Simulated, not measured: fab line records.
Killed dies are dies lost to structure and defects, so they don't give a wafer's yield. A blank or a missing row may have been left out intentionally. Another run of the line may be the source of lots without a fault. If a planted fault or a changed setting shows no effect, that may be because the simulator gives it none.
Lot-split experiment    flow n5 finfet    7 lots, 21 wafers read, on a route of 1938 steps

THE SPLIT
At N5_BEOL_M0_SAQP_SPACER1_ALD_98 (deposits SiO2, target thk 12.8 nm, pulse time 1 s, purge time 2 s), the setting ald cycles was moved away from the recipe's 138 on 7 of the 21 wafers read, by -13.0% to +15.9%. This setting was run at the recipe's value on the other wafers.

FROM THE SPLIT TO THE READING: what the file shows between them, 2 steps
- N5_BEOL_M0_SAQP_SPACER1_ETCHBACK_99: etches SiO2 in CHF3/O2, target depth 15.4 nm, time 7.7 s
- N5_BEOL_M0_SAQP_MANDREL1_REMOVE_100: chemistry HBr/Cl2/O2, target a-Si, stops on SiNx, bt time 10 s

THE READING
Shown in nm: cd nm at N5_BEOL_M0_SAQP_CD_MEAS_25, with target cd 13.1 nm. Fault-free wafers of this fab line usually give 12.79 nm, standard deviation 0.23 nm.

wafer   tool, chamber at the split  ald cycles as run  against the recipe  cd nm, nm  against lot-mates on the recipe
L077.1  ald sin-02, 1,1,0           138                recipe              12.62      -
L077.5  ald sin-02, 1,1,0           138                recipe              12.60      -
L077.6  ald sin-02, 1,1,0           138                recipe              13.09      -
L078.4  ald sin-04, 0,3             120                -13.0%              11.06      no lot-mate on the recipe
L078.5  ald sin-04, 0               120                -13.0%              11.37      no lot-mate on the recipe
L078.6  ald sin-04, 0,3             120                -13.0%              11.29      no lot-mate on the recipe
L080.1  ald sin-04, 0,3,0           138                recipe              12.58      -
L080.5  ald sin-04, 0,3,0           138                recipe              12.71      -
L080.6  ald sin-04, 0,3,0           138                recipe              12.28      -
L083.4  ald sin-02, 3,0,3           138                recipe              12.81      -
L083.5  ald sin-02, 3,0,3           138                recipe              12.38      -
L083.6  ald sin-02, 3,0,3           138                recipe              12.85      -
L084.2  ald sin-04, 3,2             160                +15.9%              14.79      +2.05
L084.4  ald sin-04, 0               138                recipe              12.74      -
L084.6  ald sin-04, 3,2             160                +15.9%              14.79      +2.05
L096.3  ald sin-03, 3               138                recipe              12.94      -
L096.5  ald sin-03, 2               125                -9.4%               11.52      -1.55
L096.6  ald sin-03, 3               138                recipe              13.21      -
L097.2  ald sin-02, 2,0             138                recipe              12.50      -
L097.4  ald sin-02, 2,0             138                recipe              12.84      -
L097.5  ald sin-02, 3               120                -13.0%              11.06      -1.61
When a row names more than one chamber, that row covers several wafers, and the file does not tell which wafer ran in which chamber.

FIT RESULTS
A straight line over all 21 wafers: cd nm changes by +0.123 nm for each +1% of ald cycles; r = +0.97; the points scatter about the line by 0.23 nm.
The same after taking each lot's own level away (the mean of its wafers on the recipe; 18 wafers): +0.132 nm for each +1%; r = +0.98; scatter 0.19 nm.
The reading moves by 2.1 nm for the largest change in ald cycles, on that fit.
From 12.523 to 13.075 nm: that is the span of the lots' own levels, equal to 2.4 times the standard deviation above.
Consequently the slope shifts little with the lot-to-lot level, the two slopes agreeing.
Check: with one of the wafers moved furthest among these (+15.9%) left out of the fit, the line predicts +2.11 nm for it against its lot-mates. Against them it came out at +2.05 nm.

OTHER SPLITS ON THESE WAFERS
Other splits were also applied to these wafers ahead of the reading. Each is held against what the fit with the lots' levels taken away leaves over:
other split on the same wafers           wafers away from the commonest value  r with cd nm (lot level and that fit taken away)
N5_SD_EPI_P_DESCUM_14 time s             10                                    -0.16
N5_SDB_ETCH_18 time s                    9                                     -0.05
N5_HKMG_FIN_EXPOSE_09 dose mj            5                                     -0.08
N5_HKMG_FIN_PEB_10 peb time s            6                                     -0.11
N5_MOL_CONTACT_COAG_ETCHBACK_135 time s  2                                     +0.28
N5_MOL_CONTACT_COAG_VIA_ETCH_46 bias w   9                                     +0.20
N5_BEOL_M0_SAQP_PECVD_00 time s          9                                     -0.07
N5_BEOL_M0_SAQP_COAT_08 spin rpm         5                                     -0.26

THE WHOLE CHAIN: every reading that the file lists as answering this split, in the file's order
step                                 what it does                                                       reading                                                                                      change (the file's fit)                r (the file's)
N5_BEOL_M0_SAQP_SPACER1_ALD_98       deposits SiO2, target thk 12.8 nm, pulse time 1 s, purge time 2 s  SiO2_of_BEOL_M0_SAQP_SPACER1_ALD_98.thk nm (the simulator's own value, which no gauge read)  +0.127 nm for each +1% of the setting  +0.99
N5_BEOL_M0_SAQP_MANDREL1_REMOVE_100  chemistry HBr/Cl2/O2, target a-Si, stops on SiNx, bt time 10 s     BEOL_M0_SAQP.cd nm (the simulator's own value, which no gauge read)                          +0.132 nm for each +1% of the setting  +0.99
N5_BEOL_M0_SAQP_CD_MEAS_25           target cd 13.1 nm                                                  cd nm                                                                                        +0.133 nm for each +1% of the setting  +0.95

FILE'S OWN FIT
cd nm changes by +0.133 nm for each +1% of ald cycles, r = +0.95.
